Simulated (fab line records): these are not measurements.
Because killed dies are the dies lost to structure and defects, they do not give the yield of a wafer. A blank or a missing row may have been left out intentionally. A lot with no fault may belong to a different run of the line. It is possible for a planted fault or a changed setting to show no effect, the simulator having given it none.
Chamber matching || flow n5Finfet || N5_MOL_CONTACT_COAG_ETCHBACK_132 on rieDiel-01 has 4 sister chambers
The step etches SiO2 in CHF3, target depth 10 nm, time 6.7 s. 14 wafers are shown with their chamber, then 7 later ones without.

== EACH WAFER AND ITS CHAMBER ==
{"wafer": "L074.2", "chamber": 3, "drypumpMotorCurrentA (A)": 5.3, "rfVppV (V)": 536, "showerheadPlenumPTorr (Torr)": 2.35}
{"wafer": "L074.4", "chamber": 0, "drypumpMotorCurrentA (A)": 4.9, "rfVppV (V)": 531, "showerheadPlenumPTorr (Torr)": 2.31}
{"wafer": "L074.6", "chamber": 3, "drypumpMotorCurrentA (A)": 5.2, "rfVppV (V)": 537, "showerheadPlenumPTorr (Torr)": 2.35}
{"wafer": "L079.1", "chamber": 0, "drypumpMotorCurrentA (A)": 4.9, "rfVppV (V)": 531, "showerheadPlenumPTorr (Torr)": 2.30}
{"wafer": "L079.3", "chamber": 3, "drypumpMotorCurrentA (A)": 5.2, "rfVppV (V)": 537, "showerheadPlenumPTorr (Torr)": 2.34}
{"wafer": "L079.4", "chamber": 2, "drypumpMotorCurrentA (A)": 6.4, "rfVppV (V)": 520, "showerheadPlenumPTorr (Torr)": 2.44}
{"wafer": "L086.1", "chamber": 1, "drypumpMotorCurrentA (A)": 5.1, "rfVppV (V)": 526, "showerheadPlenumPTorr (Torr)": 2.37}
{"wafer": "L086.3", "chamber": 3, "drypumpMotorCurrentA (A)": 5.2, "rfVppV (V)": 536, "showerheadPlenumPTorr (Torr)": 2.34}
{"wafer": "L086.5", "chamber": 0, "drypumpMotorCurrentA (A)": 4.9, "rfVppV (V)": 532, "showerheadPlenumPTorr (Torr)": 2.30}
{"wafer": "L089.4", "chamber": 2, "drypumpMotorCurrentA (A)": 6.4, "rfVppV (V)": 519, "showerheadPlenumPTorr (Torr)": 2.43}
{"wafer": "L089.5", "chamber": 0, "drypumpMotorCurrentA (A)": 4.9, "rfVppV (V)": 532, "showerheadPlenumPTorr (Torr)": 2.30}
{"wafer": "L089.6", "chamber": 1, "drypumpMotorCurrentA (A)": 5.1, "rfVppV (V)": 526, "showerheadPlenumPTorr (Torr)": 2.36}
{"wafer": "L090.1", "chamber": 2, "drypumpMotorCurrentA (A)": 6.4, "rfVppV (V)": 519, "showerheadPlenumPTorr (Torr)": 2.43}
{"wafer": "L090.3", "chamber": 0, "drypumpMotorCurrentA (A)": 4.9, "rfVppV (V)": 529, "showerheadPlenumPTorr (Torr)": 2.29}

SIGNATURES (averages over the wafers above)
{"reading": "drypumpMotorCurrentA", "chamber 0": 4.900, "chamber 1": 5.100, "chamber 2": 6.400, "chamber 3": 5.225, "scatter within a chamber": 0.0274}
{"reading": "rfVppV", "chamber 0": 531.00, "chamber 1": 526.00, "chamber 2": 519.33, "chamber 3": 536.50, "scatter within a chamber": 0.876}
{"reading": "showerheadPlenumPTorr", "chamber 0": 2.3000, "chamber 1": 2.3650, "chamber 2": 2.4333, "chamber 3": 2.3450, "scatter within a chamber": 0.00645}
Rule: a wafer lies at a distance from a chamber equal to the root of the sum of squares, over the readings, of (its reading less the chamber's mean, divided by the reading's scatter). The wafer belongs to the nearest chamber; if the next one is less than 2 further off, it can't be placed. The scatter: take each reading less its chamber's mean, square it, sum over the shown wafers, divide by the number of wafers less the number of chambers, and take the root.

== WAFERS WITHOUT THEIR CHAMBER ==
{"wafer": "L090.5", "drypumpMotorCurrentA (A)": 5.1, "rfVppV (V)": 527, "showerheadPlenumPTorr (Torr)": 2.36}
{"wafer": "L094.1", "drypumpMotorCurrentA (A)": 6.4, "rfVppV (V)": 518, "showerheadPlenumPTorr (Torr)": 2.42}
{"wafer": "L094.5", "drypumpMotorCurrentA (A)": 5.1, "rfVppV (V)": 525, "showerheadPlenumPTorr (Torr)": 2.36}
{"wafer": "L094.6", "drypumpMotorCurrentA (A)": 4.9, "rfVppV (V)": 529, "showerheadPlenumPTorr (Torr)": 2.29}
{"wafer": "L095.1", "drypumpMotorCurrentA (A)": 6.4, "rfVppV (V)": 518, "showerheadPlenumPTorr (Torr)": 2.42}
{"wafer": "L095.4", "drypumpMotorCurrentA (A)": 5.2, "rfVppV (V)": 536, "showerheadPlenumPTorr (Torr)": 2.33}
{"wafer": "L095.5", "drypumpMotorCurrentA (A)": 5.1, "rfVppV (V)": 527, "showerheadPlenumPTorr (Torr)": 2.36}

== THE CHAMBER EACH PASSED THROUGH ==
{"wafer": "L090.5", "from the rows above": 1, "in truth": 1}
{"wafer": "L094.1", "from the rows above": 2, "in truth": 2}
{"wafer": "L094.5", "from the rows above": 1, "in truth": 1}
{"wafer": "L094.6", "from the rows above": 0, "in truth": 0}
{"wafer": "L095.1", "from the rows above": 2, "in truth": 2}
{"wafer": "L095.4", "from the rows above": 3, "in truth": 3}
{"wafer": "L095.5", "from the rows above": 1, "in truth": 1}
Correct placement for 7 of the 7. From these rows, 0 cannot be placed. Placed wrongly: 0.
